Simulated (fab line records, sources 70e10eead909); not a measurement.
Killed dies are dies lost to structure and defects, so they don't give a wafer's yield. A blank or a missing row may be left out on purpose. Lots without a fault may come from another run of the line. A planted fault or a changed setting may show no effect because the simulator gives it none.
Problem report in the 8D (eight disciplines) form, filled by code | flow nand_harc | the parts of the form that need people (team, actions taken, sign-off) are left out

1. THE PROBLEM
cd_nm at NHARC_A_CHANNEL_HOLE_D2_CD_MEAS_10 reads a mean of 91.2 nm on 2 wafers of 1 lot; wafers without a fault read 100.3 nm with a standard deviation of 0.57. That is -16 standard deviations from the usual mean.
The step: target cd 100 nm.
First seen on wafer L995.2, day 20 03:07, on cd_sem-01. The record holds 33 wafers of 11 lots with a number at this step. Rule for "out", or "out of limits": more than 4 standard deviations from the usual mean. The other wafers with a number count as sound.

2. WHAT IT IS AND WHAT IT IS NOT
question                    | is                | is not
which readings at this step | cd_nm             | -
which lots                  | L995              | L102, L979, L980, L981, L983, L986, L987, L990, L991, L992
which wafers of those lots  | L995.2, L995.4    | L995.3
read on which gauges        | cd_sem-01         | cd_sem-02, cd_sem-03
when                        | from day 20 03:07 | up to then (28 sound wafers); but 3 sound wafers of L102 came after

3. SUSPECTS, AND WHAT RULES EACH OUT
Counting: a tool at a process step up to the reading stays a suspect if it ran every lot that is out. Sound lots after the first of them don't rule it out here, since some wafers of a struck lot are sound.
- the gauge at NHARC_A_CHANNEL_HOLE_D2_CD_MEAS_10: ruled out. All the wafers that are out were read on cd_sem-01, but those of them that NHARC_A_CHANNEL_HOLE_D2_PEB_08 has rows for are out there too, on other tools.
- pecvd-01 at NHARC_A_ONON_D2_DEP_33 (deposits SiO2, target thk 200 nm): kept. It ran the lot that is out, L995 (day 19 19:51); its last sound lot up to then is L991 (day 17 15:42).
- litho_track-04 at NHARC_A_CHANNEL_HOLE_D2_PEB_08 (peb time 65 s): kept. It ran the lot that is out, L995 (day 20 03:02); its last sound lot up to then is L991 (day 17 20:43). Its own readings are out on those wafers: heater_power_total_W.
- Within pecvd-01 at NHARC_A_ONON_D2_DEP_33: the wafers that are out ran in chamber 1; their sound lot-mates ran in chamber 2.
Left after counting: pecvd-01 at NHARC_A_ONON_D2_DEP_33, litho_track-04 at NHARC_A_CHANNEL_HOLE_D2_PEB_08.

4. THE CAUSE (what the simulator had put in)
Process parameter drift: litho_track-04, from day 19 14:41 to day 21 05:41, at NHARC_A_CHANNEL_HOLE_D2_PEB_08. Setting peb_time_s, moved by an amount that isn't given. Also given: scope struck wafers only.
Counting left 2 suspects, and this tool is among them.

5. THE CHAIN OF EFFECTS, in route order
Each row: a reading whose mean over the struck wafers that have a number lies more than 3 standard deviations from the usual. Only readings for which the record gives a usual standard deviation are gone through. hours: the time from each lot's start at the first step in this table that gives one to its start at this step, as a median over the lots. sigmas: the change in usual standard deviations.
hours | step                               | reading              | usual    | on struck wafers | change | sigmas
0     | NHARC_A_CHANNEL_HOLE_D2_PEB_08     | heater_power_total_W | 156.7 W  | 186.9            | +30.2  | +76
0     | NHARC_A_CHANNEL_HOLE_D2_CD_MEAS_10 | cd_nm                | 100.3 nm | 91.2             | -9.1   | -16
1     | NHARC_A_CHANNEL_HOLE_D2_CD_MEAS_18 | cd_nm                | 101.6 nm | 93.7             | -7.9   | -3.2
7     | NHARC_A_CHANNEL_HOLE_D2_CD_MEAS_31 | cd_nm                | 90.2 nm  | 80.6             | -9.6   | -5.1
7     | NHARC_A_CHANNEL_HOLE_D2_XSEM_32    | bot_cd_nm            | 74.8 nm  | 64.4             | -10.4  | -5.0
The process steps in it:
- NHARC_A_CHANNEL_HOLE_D2_PEB_08: peb time 65 s.
- NHARC_A_CHANNEL_HOLE_D2_XSEM_32
Later measuring or inspecting steps at which every struck wafer that the step has a row for has a number for every such reading, and none has moved that far: NHARC_A_CHANNEL_HOLE_D2_INSPECT_12.

6. WHAT WOULD HAVE CAUGHT IT SOONER
In this record the first reading out of limits at a measuring or inspecting step was taken at day 20 03:07, 12 hours after the fault began at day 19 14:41.
The tool's own readings at NHARC_A_CHANNEL_HOLE_D2_PEB_08 were out on every struck wafer that the step has a row for (heater_power_total_W): an alarm limit on them would have fired on the first of those.
All the lots that are out (1) had begun NHARC_A_CHANNEL_HOLE_D2_PEB_08 on litho_track-04 by day 20 03:07. A hold on the tool at that time would have spared none of them.
